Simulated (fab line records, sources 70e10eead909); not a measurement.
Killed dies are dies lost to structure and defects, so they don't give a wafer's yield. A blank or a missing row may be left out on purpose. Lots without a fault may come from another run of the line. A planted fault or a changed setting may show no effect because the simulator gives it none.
Chamber matching | flow nand_harc | NHARC_P_M0_ETCH_34 on rie_diel-04: 4 sister chambers
The step etches the open film in N2/H2, target depth 40 nm, overetch 12 nm, time 43.94 s. 27 wafers are shown with their chamber, then 12 later ones without.

WAFERS WITH THEIR CHAMBER
wafer  | chamber | showerhead_plenum_p_Torr (Torr) | drypump_motor_current_A (A) | rf_vpp_V (V)
L074.2 | 2       | 1.92                            | 5.8                         | 428.8
L074.5 | 0       | 2.16                            | 6.6                         | 433.6
L074.6 | 3       | 1.96                            | 5.7                         | 427.8
L075.1 | 1       | 1.98                            | 6.0                         | 430.2
L075.3 | 2       | 1.92                            | 5.9                         | 426.9
L075.5 | 2       | 1.92                            | 5.8                         | 426.3
L076.2 | 1       | 1.98                            | 6.0                         | 429.6
L076.4 | 0       | 2.16                            | 6.6                         | 432.8
L076.5 | 1       | 1.98                            | 5.9                         | 428.3
L082.2 | 2       | 1.91                            | 5.8                         | 426.3
L082.3 | 1       | 1.98                            | 6.0                         | 428.6
L082.5 | 1       | 1.98                            | 5.9                         | 429.1
L083.1 | 3       | 1.95                            | 5.6                         | 429.4
L083.2 | 0       | 2.16                            | 6.6                         | 433.6
L083.3 | 2       | 1.91                            | 5.8                         | 426.1
L084.3 | 1       | 1.98                            | 5.9                         | 428.8
L084.4 | 0       | 2.15                            | 6.6                         | 433.2
L084.5 | 3       | 1.95                            | 5.7                         | 429.0
L086.2 | 2       | 1.91                            | 5.8                         | 428.8
L086.3 | 0       | 2.15                            | 6.6                         | 434.1
L086.5 | 3       | 1.95                            | 5.7                         | 427.4
L087.3 | 3       | 1.95                            | 5.6                         | 426.2
L087.5 | 3       | 1.95                            | 5.7                         | 428.2
L087.6 | 2       | 1.91                            | 5.8                         | 427.3
L088.1 | 3       | 1.95                            | 5.7                         | 428.0
L088.4 | 2       | 1.91                            | 5.8                         | 426.9
L088.5 | 3       | 1.95                            | 5.7                         | 429.1

SIGNATURES (means of the wafers above)
reading                  | chamber 0 | chamber 1 | chamber 2 | chamber 3 | scatter within a chamber
showerhead_plenum_p_Torr | 2.1560    | 1.9800    | 1.9137    | 1.9512    | 0.00414
drypump_motor_current_A  | 6.600     | 5.950     | 5.812     | 5.675     | 0.041
rf_vpp_V                 | 433.460   | 429.100   | 427.175   | 428.137   | 0.914
Rule: a wafer's distance from a chamber is the root of the sum, over the readings, of the square of ((its reading less the chamber's mean) divided by the reading's scatter). The wafer belongs to the nearest chamber; if the next one is less than 2 further off, it can't be placed. The scatter: the root of (the sum of the squares of (reading less its chamber's mean) over the shown wafers, divided by (wafers less chambers)).

WAFERS WITHOUT THEIR CHAMBER
wafer  | showerhead_plenum_p_Torr (Torr) | drypump_motor_current_A (A) | rf_vpp_V (V)
L090.2 | 1.95                            | 5.7                         | 429.1
L090.3 | 1.98                            | 5.9                         | 429.1
L090.6 | 1.91                            | 5.8                         | 426.7
L092.2 | 1.91                            | 5.8                         | 426.0
L092.5 | 1.95                            | 5.7                         | 428.3
L092.6 | 1.91                            | 5.8                         | 426.7
L093.1 | 1.95                            | 5.7                         | 428.9
L093.2 | 2.15                            | 6.6                         | 433.6
L093.4 | 1.91                            | 5.8                         | 427.0
L096.2 | 1.97                            | 6.0                         | 429.0
L096.3 | 2.15                            | 6.6                         | 432.1
L096.5 | 2.15                            | 6.5                         | 433.5

WHICH CHAMBER EACH WENT THROUGH
wafer  | from the rows above | in truth
L090.2 | 3                   | 3
L090.3 | 1                   | 1
L090.6 | 2                   | 2
L092.2 | 2                   | 2
L092.5 | 3                   | 3
L092.6 | 2                   | 2
L093.1 | 3                   | 3
L093.2 | 0                   | 0
L093.4 | 2                   | 2
L096.2 | 1                   | 1
L096.3 | 0                   | 0
L096.5 | 0                   | 0
Placed correctly: 12 of 12. Can't be placed from these rows: 0. Placed wrongly: 0.
